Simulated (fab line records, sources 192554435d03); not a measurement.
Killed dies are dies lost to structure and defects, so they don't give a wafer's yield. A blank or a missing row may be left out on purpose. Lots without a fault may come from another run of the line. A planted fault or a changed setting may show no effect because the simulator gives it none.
Split-lot experiment | flow n5_finfet | 7 lots, 21 wafers read, on a route of 1938 steps

THE SPLIT
At N5_BEOL_M4_TRENCH_ETCH_37 (etches SiOC in C4F6/O2, target depth 55.555 nm, time 29.2 s), the setting time_s was moved away from the recipe's 29.2 s on 4 of the 21 wafers read, by -19.9% to +16.7%. The other wafers ran this setting at the recipe's value.

FROM THE SPLIT TO THE READING: what the file shows between them, 13 steps
- N5_BEOL_M4_ETCH_41: etches SiCN in CH3F/O2, target depth 29.9 nm, time 52.5 s
- N5_BEOL_M4_STRIP_97: strips in N2/H2, time 10 s
- N5_BEOL_M4_OCD_MEAS_38
- N5_BEOL_M4_HM_STRIP_39: strips TiN in peroxide tin strip, target depth 25 nm, time 158 s
- N5_BEOL_M4_SRD_40: time 30 s
- N5_BEOL_M4_ECD_50: material Cu, target thk 300 nm
- N5_BEOL_M4_ANNEAL_51: time 90 s
- N5_BEOL_M4_CMP_52: polishes, stops on SiOC, t overpolish 6.8 s, target thk 40 nm
- N5_BEOL_M4_THK_MEAS_53: measures by xrf
- N5_BEOL_M4_PRE_CLEAN_60: time 15 s
- N5_BEOL_M4_CO_CAP_55: material Co, precursor CCTBA/H2, target thk 2 nm, time 102.1 s
- N5_BEOL_M4_PRE_CLEAN_56: time 15 s
- N5_BEOL_M4_DEP_57: deposits SiCN from 3MS/NH3, target thk 8 nm, time 14 s

THE READING
M4_RS, in ohm/sq, at N5_BEOL_M4_RS_MEAS_58 (measures by four-point-probe). Fault-free wafers of this fab line usually give 0.66 ohm/sq, standard deviation 0.039 ohm/sq.

wafer  | tool, chamber at the split | time_s as run, s | against the recipe | M4_RS, ohm/sq | against lot-mates on the recipe
L074.2 | rie_diel-06, 3             | 29.2             | recipe             | 0.64          | -
L074.4 | rie_diel-06, 2             | 29.2             | recipe             | 0.67          | -
L074.6 | rie_diel-06, 1             | 29.2             | recipe             | 0.64          | -
L075.1 | rie_diel-04, 3             | 29.2             | recipe             | 0.73          | -
L075.4 | rie_diel-04, 2             | 29.2             | recipe             | 0.70          | -
L075.5 | rie_diel-04, 3             | 29.2             | recipe             | 0.72          | -
L078.1 | rie_diel-05, 0             | 23.4             | -19.9%             | 1.00          | +0.30
L078.3 | rie_diel-05, 3             | 23.4             | -19.9%             | 1.10          | +0.40
L078.6 | rie_diel-05, 3             | 29.2             | recipe             | 0.70          | -
L090.4 | rie_diel-04, 0             | 34.08            | +16.7%             | 0.48          | -0.17
L090.5 | rie_diel-04, 2             | 29.2             | recipe             | 0.68          | -
L090.6 | rie_diel-04, 3             | 29.2             | recipe             | 0.61          | -
L089.1 | rie_diel-06, 2             | 29.2             | recipe             | 0.64          | -
L089.3 | rie_diel-06, 1             | 29.2             | recipe             | 0.64          | -
L089.4 | rie_diel-06, 0             | 29.2             | recipe             | 0.76          | -
L091.2 | rie_diel-04, 1             | 29.2             | recipe             | 0.66          | -
L091.3 | rie_diel-04, 3             | 24.32            | -16.7%             | 0.95          | +0.30
L091.4 | rie_diel-04, 2             | 29.2             | recipe             | 0.63          | -
L096.1 | rie_diel-05, 2             | 29.2             | recipe             | 0.62          | -
L096.3 | rie_diel-05, 0             | 29.2             | recipe             | 0.74          | -
L096.5 | rie_diel-05, 1             | 29.2             | recipe             | 0.59          | -

THE FIT
A straight line over all 21 wafers: M4_RS changes by -0.0168 ohm/sq for each +1% of time_s; r = -0.93; the points scatter about the line by 0.054 ohm/sq.
The same after taking each lot's own level away (the mean of its wafers on the recipe; 21 wafers): -0.0159 ohm/sq for each +1%; r = -0.94; scatter 0.048 ohm/sq.
On that fit, the largest move of time_s shifts the reading by 0.31 ohm/sq.
The lots' own levels span 0.645 to 0.717 ohm/sq, that is 1.8 times the standard deviation above.
So the lot-to-lot level changes the slope little: the two slopes agree.
Check: with one of the wafers moved furthest among these (-19.9%) left out of the fit, the line predicts +0.336 ohm/sq for it against its lot-mates. It came out at +0.3 ohm/sq against them.

THE WHOLE CHAIN: every reading that the file lists as answering this split, in the file's order
step                      | what it does                                                  | reading                                                                      | change (the file's fit)               | r (the file's)
N5_BEOL_M4_TRENCH_ETCH_37 | etches SiOC in C4F6/O2, target depth 55.555 nm, time 29.2 s   | BEOL_M4.feature_depth_nm (the simulator's own value, which no gauge read)    | +0.553 nm for each +1% of the setting | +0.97
N5_BEOL_M4_TRENCH_ETCH_37 | etches SiOC in C4F6/O2, target depth 55.555 nm, time 29.2 s   | etch.depth_nm (the simulator's own value, which no gauge read)               | +0.55 nm for each +1% of the setting  | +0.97
N5_BEOL_M4_OCD_MEAS_38    |                                                               | trench_depth_nm                                                              | +0.527 nm for each +1% of the setting | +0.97
N5_BEOL_M4_CMP_52         | polishes, stops on SiOC, t overpolish 6.8 s, target thk 40 nm | Cu_of_BEOL_M4_ECD_50.thk_nm (the simulator's own value, which no gauge read) | +0.582 nm for each +1% of the setting | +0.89
N5_BEOL_M4_THK_MEAS_53    | measures by xrf                                               | M4_THK                                                                       | +0.584 for each +1% of the setting    | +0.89
N5_BEOL_M4_RS_MEAS_58     | measures by four-point-probe                                  | M4_RS                                                                        | -0.0154 for each +1% of the setting   | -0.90

THE FILE'S OWN FIT
M4_RS changes by -0.0154 ohm/sq for each +1% of time_s, r = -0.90.
